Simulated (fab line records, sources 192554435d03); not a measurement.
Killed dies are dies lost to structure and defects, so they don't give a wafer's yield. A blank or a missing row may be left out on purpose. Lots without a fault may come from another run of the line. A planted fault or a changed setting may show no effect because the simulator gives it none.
Split-lot experiment | flow n5_finfet | 7 lots, 39 wafers read, on a route of 1938 steps

THE SPLIT
At N5_FIN_SAQP_ETCH_34 (etches SiO2 in C4F6/O2, target depth 45 nm, time 15 s), the setting source_w was moved away from the recipe's 345 W on 15 of the 39 wafers read, by -12.8% to +15.7%. The other wafers ran this setting at the recipe's value.

The reading is taken at the split's own step.

THE READING
rf_vpp_V, in V, at N5_FIN_SAQP_ETCH_34 (etches SiO2 in C4F6/O2, target depth 45 nm, time 15 s). Fault-free wafers of this fab line usually give 671 V, standard deviation 11 V.

wafer  | tool, chamber at the split | source_w as run, W | against the recipe | rf_vpp_V, V | against lot-mates on the recipe
L076.1 | rie_diel-05, 2             | 345                | recipe             | 671         | -
L076.2 | rie_diel-05, 3             | 345                | recipe             | 669         | -
L076.3 | rie_diel-05, 1             | 345                | recipe             | 667         | -
L076.4 | rie_diel-05, 0             | 345                | recipe             | 688         | -
L076.5 | rie_diel-05, 3             | 345                | recipe             | 669         | -
L076.6 | rie_diel-05, 2             | 345                | recipe             | 672         | -
L080.1 | rie_diel-02, 2             | 399.3              | +15.7%             | 635         | -39
L080.2 | rie_diel-02, 0             | 345                | recipe             | 670         | -
L080.3 | rie_diel-02, 3             | 399.3              | +15.7%             | 636         | -38
L080.4 | rie_diel-02, 2             | 345                | recipe             | 683         | -
L080.5 | rie_diel-02, 0             | 345                | recipe             | 670         | -
L080.6 | rie_diel-02, 3             | 399.3              | +15.7%             | 636         | -38
L081.1 | rie_diel-04, 3             | 345                | recipe             | 666         | -
L081.2 | rie_diel-04, 1             | 345                | recipe             | 673         | -
L081.3 | rie_diel-04, 0             | 306.1              | -11.3%             | 686         | +18
L081.4 | rie_diel-04, 2             | 306.1              | -11.3%             | 696         | +28
L081.5 | rie_diel-04, 2             | 306.1              | -11.3%             | 697         | +29
L081.6 | rie_diel-04, 3             | 345                | recipe             | 666         | -
L088.3 | rie_diel-05, 0             | 345                | recipe             | 689         | -
L088.5 | rie_diel-05, 0             | 345                | recipe             | 686         | -
L088.6 | rie_diel-05, 1             | 345                | recipe             | 667         | -
L091.1 | rie_diel-05, 1             | 345                | recipe             | 670         | -
L091.2 | rie_diel-05, 0             | 321.3              | -6.9%              | 712         | +37
L091.3 | rie_diel-05, 2             | 321.3              | -6.9%              | 696         | +21
L091.4 | rie_diel-05, 1             | 321.3              | -6.9%              | 695         | +20
L091.5 | rie_diel-05, 2             | 345                | recipe             | 669         | -
L091.6 | rie_diel-05, 0             | 345                | recipe             | 686         | -
L092.1 | rie_diel-04, 0             | 315.3              | -8.6%              | 676         | +11
L092.2 | rie_diel-04, 1             | 345                | recipe             | 672         | -
L092.3 | rie_diel-04, 3             | 345                | recipe             | 668         | -
L092.4 | rie_diel-04, 2             | 345                | recipe             | 654         | -
L092.5 | rie_diel-04, 1             | 315.3              | -8.6%              | 704         | +39
L092.6 | rie_diel-04, 0             | 315.3              | -8.6%              | 676         | +11
L093.1 | rie_diel-02, 1             | 300.8              | -12.8%             | 712         | +37
L093.2 | rie_diel-02, 3             | 300.8              | -12.8%             | 735         | +60
L093.3 | rie_diel-02, 2             | 300.8              | -12.8%             | 735         | +60
L093.4 | rie_diel-02, 0             | 345                | recipe             | 668         | -
L093.5 | rie_diel-02, 0             | 345                | recipe             | 671         | -
L093.6 | rie_diel-02, 3             | 345                | recipe             | 685         | -

THE FIT
A straight line over all 39 wafers: rf_vpp_V changes by -2.7 V for each +1% of source_w; r = -0.85; the points scatter about the line by 12 V.
The same after taking each lot's own level away (the mean of its wafers on the recipe; 39 wafers): -2.86 V for each +1%; r = -0.90; scatter 9.8 V.
On that fit, the largest move of source_w shifts the reading by 45 V.
The lots' own levels span 664.7 to 680.7 V, that is 1.5 times the standard deviation above.
So the lot-to-lot level changes the slope little: the two slopes agree.
Check: with one of the wafers moved furthest among these (+15.7%) left out of the fit, the line predicts -44.7 V for it against its lot-mates. It came out at -39.3 V against them.
Tool readings at the split's step, against how far the setting was moved: rf_vpp_V r = -0.85.

OTHER SPLITS ON THESE WAFERS
These wafers also went through other splits before the reading. Each is held against what the fit with the lots' levels taken away leaves over:
other split on the same wafers        | wafers away from the commonest value | r with rf_vpp_V (lot level and that fit taken away)
N5_WELL_APT_EXPOSE_05 dose_mj         | 15                                   | +0.20
N5_WELL_APT_IMPLANT_14 energy_kev     | 9                                    | +0.30
N5_FIN_SAQP_SPACER1_ALD_24 ald_cycles | 15                                   | -0.15

THE FILE'S OWN FIT
rf_vpp_V changes by -2.9 V for each +1% of source_w, r = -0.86.
